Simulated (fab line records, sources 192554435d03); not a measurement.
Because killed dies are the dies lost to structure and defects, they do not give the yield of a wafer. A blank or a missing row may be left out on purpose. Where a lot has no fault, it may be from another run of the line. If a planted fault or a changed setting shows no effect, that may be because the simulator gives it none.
A struck lot beside a sound one | flow n5Finfet | 19 steps out of a route of 1938
Sound: these wafers, L396.3, L396.5, L396.6. The struck wafers were L401.1, L401.2, L401.6. The cause comes at the end.
For every step that has rows: the tool of each side, followed by ch and its chambers, followed by its first start. Under that, the readings that differ: sound wafers | struck wafers | difference of the means | sigmas: that difference in standard deviations of wafers without a fault.
alike: a reading whose means differ by less than 2 such deviations, as well as words and numbers matching on both sides. not compared: withheld readings; readings where some wafer has no value; bounds like >300 that might hide an equal value; numbers whose values overlap and for which the record gives no deviation.
A row with sigmas, a row that says differs or no value, or rows on one side alone: a step with any of these is where the two part. When numbers do not overlap yet have no deviation, they are printed without sigmas and do not part them. A reading missing from all wafers of one side parts the sides only when that side holds two or more wafers.

N5_PASSIVATION_AL_ETCH_33: etches Al in Cl2/BCl3, stops on TaN, target depth 2800 nm, time 466.7 s.
  sound on rieMetal-03 ch 0,1, day 13 23:50; struck on rieMetal-01 ch 0,1, day 16 00:20
  alike: drypumpMotorCurrentA, oesProductAu, throttleValvePct
  not compared: rfHoursCounterH
N5_PASSIVATION_ETCH_59: etches TaN in Cl2/BCl3, target depth 65 nm, time 34.9 s.
  sound on rieMetal-03 ch 0,1, day 14 00:08; struck on rieMetal-01 ch 0,1, day 16 00:44
  alike: drypumpMotorCurrentA, oesProductAu, throttleValvePct
  not compared: rfHoursCounterH
N5_PASSIVATION_STRIP_34: strips in O2.
  sound on rieDiel-01 ch 0,1,2, day 14 00:13; struck on rieDiel-04 ch 0,3, day 16 00:52
  alike: drypumpMotorCurrentA, oesProductAu, rfVppV, showerheadPlenumPTorr, throttleValvePct
  not compared: rfHoursCounterH
then, 4 steps without rows for these wafers: N5_PASSIVATION_STRIP_51 (strips in post etch residue remover, time 1200 s); N5_PASSIVATION_CLEAN_69 (cleans in IPA, time 180 s); N5_PASSIVATION_SRD_70 (time 30 s); N5_PASSIVATION_PECVD_53 (deposits SiO2 from TEOS/O2, target thk 800 nm, time 169.4 s).
N5_PASSIVATION_PECVD_35: deposits SiNx from SiH4/NH3/N2, target thk 700 nm, time 151.3 s.
  sound on pecvd-04 ch 0,1, day 14 00:50; struck on pecvd-01 ch 0,1,2, day 16 01:28
  alike: heaterPowerW, showerheadPlenumPTorr, throttleValvePct
then, 4 steps without rows for these wafers: N5_PASSIVATION_HMDS_37 (time 60 s); N5_PASSIVATION_COAT_38; N5_PASSIVATION_EBR_40; N5_PASSIVATION_SOFTBAKE_39 (time 120 s).
N5_PASSIVATION_EXPOSE_41: exposes mask PASS OPEN, defocus 0 nm, target cd 40000 nm.
  sound on krfScanner-02 ch 0, day 14 01:13; struck on krfScanner-01 ch 0, day 16 01:43
reading           | sound             | struck            | difference | sigmas
exposureDoseMJCm2 | 57.19 57.22 57.21 | 52.07 52.06 52.10 | -5.13      | -90
  alike: mask
then, 3 steps without rows for these wafers: N5_PASSIVATION_PEB_42; N5_PASSIVATION_DEVELOP_43 (develop time 60 s); N5_PASSIVATION_HARDBAKE_45 (time 120 s).
N5_PASSIVATION_CD_MEAS_44: the cd target is 40000 nm.
  sound on cdSem-02 ch 0, day 14 01:23; struck on cdSem-01 ch 0, day 16 01:54
reading   | sound             | struck            | difference | sigmas
cdNm (nm) | 40000 40003 40001 | 39962 39964 39965 | -38        | -12
N5_PASSIVATION_OVL_MEAS_66:
  sound on overlay-02 ch 0, day 14 01:25; struck on overlay-02 ch 0, day 16 01:56
  alike: PASS_OPEN_OVL
N5_PASSIVATION_PROBE_49:
  sound on prober-01 at day 14 04:37; struck on prober-01 at day 16 05:04
reading       | sound   | struck | difference | sigmas
killedAtOther | 8 15 17 | 0 2 1  | -12        | -4
  alike: defectLimitedYield, killed_at_M0_to_M3, killed_at_M4_up, killedAtContacts, killedAtFrontEnd, killedDies, killedOpen, killedShort, sort_bin_5_function, sort_bin_6_memory, sortNPass, sortYieldPct

WHERE THEY PART
Earliest at N5_PASSIVATION_EXPOSE_41; latest, in this record, at N5_PASSIVATION_PROBE_49.

WHY: the cause the simulator had injected
Drift in process parameters on krfScanner-01 at N5_PASSIVATION_EXPOSE_41, starting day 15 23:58. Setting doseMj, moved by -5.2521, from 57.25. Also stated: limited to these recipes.
